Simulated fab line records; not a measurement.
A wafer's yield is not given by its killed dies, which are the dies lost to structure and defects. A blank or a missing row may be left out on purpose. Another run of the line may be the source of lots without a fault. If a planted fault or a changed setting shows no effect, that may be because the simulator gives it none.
Which tool did it?	flow nand-harc	21 wafers from 7 lots sampled at 5 of the route's 1159 steps

WHAT THE GAUGES SHOWED, per wafer
NHARC_END_SORT_01.
lot	measured	on	killed-at-array
L163	day 24 01:55	prober-02	63 58 63

TOOL THAT RAN EACH LOT (tool first, then ch and the chambers of the sampled wafers, then the start)
lot	NHARC_A_ONON_D1_DEP_25	NHARC_THIN_TSV_DEP_43	NHARC_THIN_TSV_DEP_47	NHARC_THIN_TSV_ETCHBACK_48
L149	pecvd-onon-01 ch 0, day 8 19:19	pecvd-02 ch 1,2, day 19 01:52	pecvd-02 ch 0,1,2, day 19 04:37	rie-diel-04 ch 1,2,3, day 19 05:01
L148	pecvd-onon-03 ch 0, day 8 19:25	pecvd-01 ch 1,2, day 19 16:48	pecvd-03 ch 1,2, day 19 19:31	rie-diel-13 ch 1,2, day 19 19:54
L152	pecvd-onon-01 ch 0, day 9 19:47	pecvd-02 ch 1,2, day 20 12:29	pecvd-01 ch 0,2, day 20 15:09	rie-diel-07 ch 1,2,3, day 20 15:40
L155	pecvd-onon-02 ch 0, day 10 05:28	pecvd-01 ch 0,1,2, day 20 16:35	pecvd-01 ch 0,1,2, day 20 19:20	rie-diel-13 ch 0,1,3, day 20 19:42
L158	pecvd-onon-03 ch 0, day 11 06:43	pecvd-01 ch 0,2, day 22 05:46	pecvd-01 ch 1,2, day 22 08:29	rie-diel-13 ch 0,3, day 22 08:53
L163	pecvd-onon-02 ch 0, day 12 06:29	pecvd-01 ch 0,1,2, day 23 06:51	pecvd-01 ch 0,1,2, day 23 09:31	rie-diel-13 ch 0,1,2, day 23 09:55
L168	pecvd-onon-01 ch 0, day 13 06:14	pecvd-03 ch 0,1,2, day 23 22:15	pecvd-02 ch 0,1,2, day 24 00:46	rie-diel-13 ch 0,1, day 24 01:11
- NHARC_A_ONON_D1_DEP_25: target thk 1000 nm.
- NHARC_THIN_TSV_DEP_43: deposits SiO2, target thk 1328.5 nm.
- NHARC_THIN_TSV_DEP_47: deposits SiO2, target thk 200 nm.
- NHARC_THIN_TSV_ETCHBACK_48: etches the open film in C4F8/Ar, target depth 1028.5 nm, time 405.17 s.

THE ANSWER, worked out from the rows above alone
Rule: the usual values come from the lots themselves. The widest of any qualifying gaps counts: lots, ordered by their means at a reading, are off when they make up no more than a third of the lots, leave a main group of 4 or more, and stand apart from it by 3 or more times the standard deviation of that group's means. A main group is skipped when, at the precision printed for the reading in the tables above, its means are all equal. Also off: a lot with no number at a reading for which 4 or more lots have one. The other lots that the step has rows for count as sound.
No lot is off on any of the readings shown, so nothing can be concluded from this.

WHAT WAS PUT IN BY THE SIMULATOR
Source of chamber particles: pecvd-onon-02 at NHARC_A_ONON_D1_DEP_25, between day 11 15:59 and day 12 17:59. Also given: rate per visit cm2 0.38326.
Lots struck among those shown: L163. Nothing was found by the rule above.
